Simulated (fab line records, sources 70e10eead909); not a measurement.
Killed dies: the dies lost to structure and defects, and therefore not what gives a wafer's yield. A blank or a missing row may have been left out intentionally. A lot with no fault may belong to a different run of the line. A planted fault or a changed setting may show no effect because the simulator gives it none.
Which of the tools did it? ; flow nand harc ; 6 lots with 18 wafers sampled at 3 steps, on a route of 1159 steps

== WHAT EACH GAUGE READ, for each wafer ==
NHARC_P_M2_CD_MEAS_09: the cd target is 170 nm.
lot;measured;on;cd nm (nm)
L699;day 6 23:25;cd sem-03;169.9 169.5 170.1
L703;day 8 02:52;cd sem-02;168.4 169.6 169.1
L707;day 8 16:56;cd sem-01;169.5 169.4 168.9
L708;day 9 11:17;cd sem-02;169.5 170.0 168.9
L713;day 10 09:58;cd sem-02;203.0 168.8 170.2
L717;day 11 04:53;cd sem-03;170.0 170.6 170.1

== EACH LOT AND THE TOOL THAT RAN IT (in order: tool; ch and the chambers of the sampled wafers; start) ==
lot;NHARC_P_M1_DEP_33;NHARC_P_M2_EXPOSE_06
L699;pecvd-01 ch 1,2, day 6 22:13;arfi scanner-01 ch 0, day 6 23:16
L703;pecvd-01 ch 0,2, day 8 01:44;arfi scanner-03 ch 0, day 8 02:43
L707;pecvd-01 ch 0,1, day 8 15:47;arfi scanner-03 ch 0, day 8 16:48
L708;pecvd-03 ch 0,1, day 9 10:02;arfi scanner-01 ch 0, day 9 11:08
L713;pecvd-01 ch 0,1,2, day 10 08:46;arfi scanner-03 ch 0, day 10 09:49
L717;pecvd-04 ch 0,1,2, day 11 03:38;arfi scanner-02 ch 0, day 11 04:44
- NHARC_P_M1_DEP_33: deposits SiCN, target thk 30 nm.
- NHARC_P_M2_EXPOSE_06: exposes mask P M2, target cd 170 nm.

== THE ANSWER, worked out from the rows above alone ==
Rule: what is usual is taken from the lots themselves. Put in order of their means at a reading, lots are off if they are a third of the lots or fewer, leave a main group of 4 or more, and stand apart from it by a gap of 3 or more times the standard deviation of the main group's means; of several such gaps the widest counts. A main group whose means are all the same, to the digits that the tables above print for the reading, isn't used. Also off: a lot with no number at a reading for which 4 or more lots have one. Where the step has rows for the other lots, those lots are counted as sound.
Off: L713 (NHARC_P_M2_CD_MEAS_09, cd nm). For the main group the mean is 169.6 nm and the standard deviation 0.42.
A tool fits if, at a process step before that reading, it ran every lot that is off, and no sound lot after the first of them. Those tools and the gauges at NHARC_P_M2_CD_MEAS_09 are tried in the same way. Can't be told from this: 3 tools fit, pecvd-01 at NHARC_P_M1_DEP_33, arfi scanner-03 at NHARC_P_M2_EXPOSE_06, cd sem-02 at NHARC_P_M2_CD_MEAS_09.

== WHAT WAS PUT IN BY THE SIMULATOR ==
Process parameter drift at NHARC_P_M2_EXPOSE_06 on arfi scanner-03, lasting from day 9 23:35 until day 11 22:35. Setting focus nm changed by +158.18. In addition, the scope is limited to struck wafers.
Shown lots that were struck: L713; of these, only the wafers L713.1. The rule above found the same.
